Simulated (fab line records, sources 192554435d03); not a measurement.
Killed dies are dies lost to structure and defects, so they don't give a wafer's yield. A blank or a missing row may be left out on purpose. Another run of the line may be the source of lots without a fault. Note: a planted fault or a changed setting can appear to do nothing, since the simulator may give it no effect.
Which of the tools did it? | flow n5 finfet | 11 lots, 33 wafers sampled, at 5 steps of a route of 1938

## WHAT THE GAUGES READ, wafer by wafer
N5_BEOL_M8_THK_MEAS_53: measures by xrf. Usual: M8_THK 79.4 nm, standard deviation 1.5.
lot  | measured     | on            | M8_THK (nm)    | flag
L646 | day 9 13:27  | film metro-01 | 77.0 77.6 78.9 |
L647 | day 9 22:05  | film metro-01 | 82.4 80.5 80.0 |
L648 | day 10 08:20 | film metro-01 | 82.7 82.0 83.1 |
L652 | day 11 02:01 | film metro-02 | 78.0 79.2 78.4 |
L654 | day 11 12:41 | film metro-02 | 79.1 79.4 78.7 |
L662 | day 13 13:16 | film metro-01 | 78.9 81.1 77.4 |
L663 | day 14 04:26 | film metro-01 | 76.9 77.4 78.0 |
L664 | day 14 05:53 | film metro-01 | 77.7 77.3 80.0 |
L666 | day 14 10:39 | film metro-01 | 79.6 78.0 79.3 |
L667 | day 14 15:57 | film metro-01 | 82.3 81.0 79.7 |
L668 | day 15 11:37 | film metro-01 | 80.3 77.8 78.0 |

N5_BEOL_M8_RS_MEAS_57: measures by four-point-probe. Usual: M8_RS 0.286 ohm/sq, standard deviation 0.0058.
lot  | measured     | on            | M8_RS (ohm/sq)    | flag
L646 | day 9 13:35  | film metro-02 | 0.293 0.289 0.282 |
L647 | day 9 22:13  | film metro-01 | 0.274 0.282 0.283 |
L648 | day 10 08:28 | film metro-01 | 0.273 0.274 0.269 |
L652 | day 11 02:09 | film metro-02 | 0.291 0.286 0.290 |
L654 | day 11 12:49 | film metro-02 | 0.288 0.286 0.290 |
L662 | day 13 13:24 | film metro-01 | 0.288 0.279 0.294 |
L663 | day 14 04:35 | film metro-01 | 0.296 0.294 0.291 |
L664 | day 14 06:01 | film metro-01 | 0.291 0.291 0.280 |
L666 | day 14 10:47 | film metro-01 | 0.283 0.290 0.284 |
L667 | day 14 16:05 | film metro-02 | 0.276 0.280 0.285 |
L668 | day 15 11:44 | film metro-02 | 0.282 0.292 0.290 |

## TOOL THAT RAN EACH LOT (tool first, then ch and the chambers of the sampled wafers, then the start)
lot  | N5_BEOL_M8_PECVD_70             | N5_BEOL_M8_DEGAS_44          | N5_BEOL_M8_CMP_52
L646 | pecvd-01 ch 0,1,2, day 9 04:21  | pvd sputter-01, day 9 07:02  | cmp-03 ch 0,1,3, day 9 13:14
L647 | pecvd-04 ch 0,1, day 9 13:05    | pvd sputter-01, day 9 17:41  | cmp-02 ch 0,1,3, day 9 21:52
L648 | pecvd-02 ch 0,1, day 10 00:05   | pvd sputter-01, day 10 04:03 | cmp-02 ch 1,2,3, day 10 08:04
L652 | pecvd-02 ch 1,2, day 10 20:42   | pvd sputter-02, day 11 00:05 | cmp-04 ch 1,2,3, day 11 01:48
L654 | pecvd-02 ch 0,1,2, day 11 04:44 | pvd sputter-01, day 11 11:02 | cmp-03 ch 2,3, day 11 12:23
L662 | pecvd-04 ch 0,2, day 13 08:28   | pvd sputter-02, day 13 11:31 | cmp-04 ch 0,2,3, day 13 12:59
L663 | pecvd-01 ch 0,1,2, day 13 22:17 | pvd sputter-03, day 14 02:48 | cmp-02 ch 0,2,3, day 14 04:13
L664 | pecvd-02 ch 1,2, day 13 23:29   | pvd sputter-02, day 14 03:08 | cmp-04 ch 1,2,3, day 14 05:35
L666 | pecvd-02 ch 0,2, day 14 00:47   | pvd sputter-02, day 14 06:21 | cmp-04 ch 1,2,3, day 14 10:26
L667 | pecvd-04 ch 1,2, day 14 07:04   | pvd sputter-01, day 14 12:45 | cmp-03 ch 0,2,3, day 14 15:41
L668 | pecvd-02 ch 1,2, day 15 03:28   | pvd sputter-02, day 15 09:08 | cmp-04 ch 0,1, day 15 11:19
- N5_BEOL_M8_PECVD_70: deposits SiO2 from TEOS/O2, target thk 20 nm, time 22.7 s.
- N5_BEOL_M8_DEGAS_44: time 60 s.
- N5_BEOL_M8_CMP_52: polishes, stops on SiCOH lowk, t overpolish 6.9 s, target thk 80 nm.

## WHAT THE TOOLS THEMSELVES READ (means of the sampled wafers that have a number; where no wafer has one, the mark that the record gives instead)
N5_BEOL_M8_PECVD_70. Usual: heater power outer w 441 W, standard deviation 98; heater power w 728 W, standard deviation 140; rf fwd power W 445.0 W, standard deviation 2; showerhead plenum p Torr 8.76 Torr, standard deviation 0.072; throttle valve pct 21.6 %, standard deviation 1.3.
lot  | tool     | heater power outer w (W) | heater power w (W) | rf fwd power W (W) | showerhead plenum p Torr (Torr) | throttle valve pct (%) | flag
L646 | pecvd-01 | 537                      | 854                | 444.6              | 8.80                            | 22.4                   |
L647 | pecvd-04 | 291                      | 515                | 444.2              | 8.68                            | 22.2                   |
L648 | pecvd-02 | 385                      | 639                | 444.6              | 8.71                            | 20.9                   |
L652 | pecvd-02 | 481                      | 792                | 448.1              | 8.78                            | 20.6                   |
L654 | pecvd-02 | 462                      | 767                | 446.5              | 8.74                            | 20.7                   |
L662 | pecvd-04 | 464                      | 747                | 444.5              | 8.85                            | 20.1                   |
L663 | pecvd-01 | 488                      | 798                | 444.9              | 8.79                            | 22.6                   |
L664 | pecvd-02 | 410                      | 720                | 447.0              | 8.72                            | 20.5                   |
L666 | pecvd-02 | 473                      | 761                | 446.3              | 8.78                            | 20.7                   |
L667 | pecvd-04 | 434                      | 710                | 443.1              | 8.83                            | 20.4                   |
L668 | pecvd-02 | 421                      | 705                | 448.8              | 8.78                            | 20.7                   |

N5_BEOL_M8_DEGAS_44. Usual: 349 W for heater power w, sd 33.
lot  | tool           | heater power w (W) | flag
L646 | pvd sputter-01 | 349                |
L647 | pvd sputter-01 | 353                |
L648 | pvd sputter-01 | 349                |
L652 | pvd sputter-02 | 394                |
L654 | pvd sputter-01 | 350                |
L662 | pvd sputter-02 | 371                |
L663 | pvd sputter-03 | 329                |
L664 | pvd sputter-02 | 349                |
L666 | pvd sputter-02 | 374                |
L667 | pvd sputter-01 | 357                |
L668 | pvd sputter-02 | 370                |

N5_BEOL_M8_CMP_52. Usual: barrier field endpoint s 29.0 s, standard deviation 0.68; motor current A 6.0 A, standard deviation 0.82.
lot  | tool   | barrier field endpoint s (s) | motor current A (A) | flag
L646 | cmp-03 | 28.1                         | 6.4                 |
L647 | cmp-02 | 29.4                         | 6.0                 |
L648 | cmp-02 | 29.4                         | 5.5                 |
L652 | cmp-04 | 27.5                         | 5.4                 |
L654 | cmp-03 | 27.8                         | 6.7                 |
L662 | cmp-04 | 28.6                         | 6.3                 |
L663 | cmp-02 | 29.7                         | 6.0                 |
L664 | cmp-04 | 28.5                         | 5.7                 |
L666 | cmp-04 | 29.4                         | 5.5                 |
L667 | cmp-03 | 29.6                         | 6.9                 |
L668 | cmp-04 | 28.8                         | 6.7                 |

## THE ANSWER, worked out from the rows above alone
Rule: a lot counts as off when the mean over its wafers that have a number is more than 3 standard deviations away from the usual mean. A lot without any number at a reading at which 4 lots or more have one is off too. All remaining lots with rows at the step are treated as sound. The gauges are gone through in route order, then the tools' own readings, and for those a lot's mean is taken as printed above. The first step at which some lot is off is used, and at that step the reading that is off furthest; a lot without a number counts as furthest.
Across all readings shown, no lot is off: no conclusion can be drawn from this.

## WHAT THE SIMULATOR HAD INSERTED
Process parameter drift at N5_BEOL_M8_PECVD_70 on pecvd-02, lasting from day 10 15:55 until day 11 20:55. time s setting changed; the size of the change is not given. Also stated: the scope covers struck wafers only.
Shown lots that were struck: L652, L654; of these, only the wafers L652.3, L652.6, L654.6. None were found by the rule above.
